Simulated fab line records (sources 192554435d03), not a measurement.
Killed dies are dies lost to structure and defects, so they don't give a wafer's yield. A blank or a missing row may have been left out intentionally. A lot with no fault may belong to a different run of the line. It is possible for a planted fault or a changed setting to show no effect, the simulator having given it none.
Matching of chambers | flow n5-finfet | 4 sister chambers for N5_BEOL_M1_ALD_98 on ald-sin-01
The step deposits SiO2, target thk 2.5 nm, pulse time 1 s, co reactant pulse time 1 s. 20 wafers are shown with their chamber, then 10 later ones without.

## EACH WAFER AND ITS CHAMBER
wafer  | chamber | heater-power-w (W) | precursor-pulse-height-rel
L076.1 | 1       | 74                 | 0.964
L076.2 | 0       | 87                 | 0.993
L076.4 | 1       | 74                 | 1.008
L080.2 | 0       | 84                 | 0.996
L080.5 | 0       | 86                 | 1.000
L080.6 | 3       | 80                 | 1.017
L083.1 | 1       | 76                 | 1.005
L083.4 | 0       | 88                 | 0.999
L083.5 | 0       | 88                 | 0.995
L084.1 | 2       | 91                 | 1.004
L084.5 | 2       | 94                 | 1.009
L084.6 | 3       | 82                 | 0.992
L086.1 | 0       | 88                 | 0.974
L086.3 | 3       | 81                 | 0.988
L086.5 | 0       | 89                 | 1.022
L092.2 | 0       | 88                 | 0.959
L092.4 | 1       | 73                 | 1.030
L092.5 | 3       | 82                 | 1.024
L093.3 | 1       | 75                 | 0.989
L093.5 | 3       | 82                 | 1.008

SIGNATURES (means of the wafers above)
reading                    | chamber 0 | chamber 1 | chamber 2 | chamber 3 | scatter within a chamber
heater-power-w             | 87.25     | 74.40     | 92.50     | 81.40     | 1.38
precursor-pulse-height-rel | 0.99225   | 0.99920   | 1.00650   | 1.00580   | 0.0191
Rule: distance of a wafer from a chamber = root of the sum over the readings of ((wafer's reading minus chamber's mean) / reading's scatter) squared. The wafer belongs to the nearest chamber; if the next one is less than 2 further off, it can't be placed. The scatter: the root of (the sum of the squares of (reading less its chamber's mean) over the shown wafers, divided by (wafers less chambers)).

## WAFERS MISSING THEIR CHAMBER
wafer  | heater-power-w (W) | precursor-pulse-height-rel
L093.6 | 93                 | 1.002
L094.2 | 76                 | 0.994
L094.3 | 93                 | 1.011
L094.5 | 75                 | 0.972
L095.1 | 94                 | 0.996
L095.4 | 75                 | 1.030
L095.6 | 83                 | 0.998
L097.3 | 81                 | 1.012
L097.5 | 74                 | 0.996
L097.6 | 94                 | 1.023

## WHICH CHAMBER EACH WENT THROUGH
wafer  | from the rows above     | in truth
L093.6 | 2                       | 2
L094.2 | 1                       | 1
L094.3 | 2                       | 2
L094.5 | 1                       | 1
L095.1 | 2                       | 2
L095.4 | 1                       | 1
L095.6 | can't be placed: 3 or 0 | 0
L097.3 | 3                       | 3
L097.5 | 1                       | 1
L097.6 | 2                       | 2
Correct placement for 9 of the 10. Can't be placed from these rows: 1 (the true chamber is among the candidates in 1). Wrongly placed: 0.
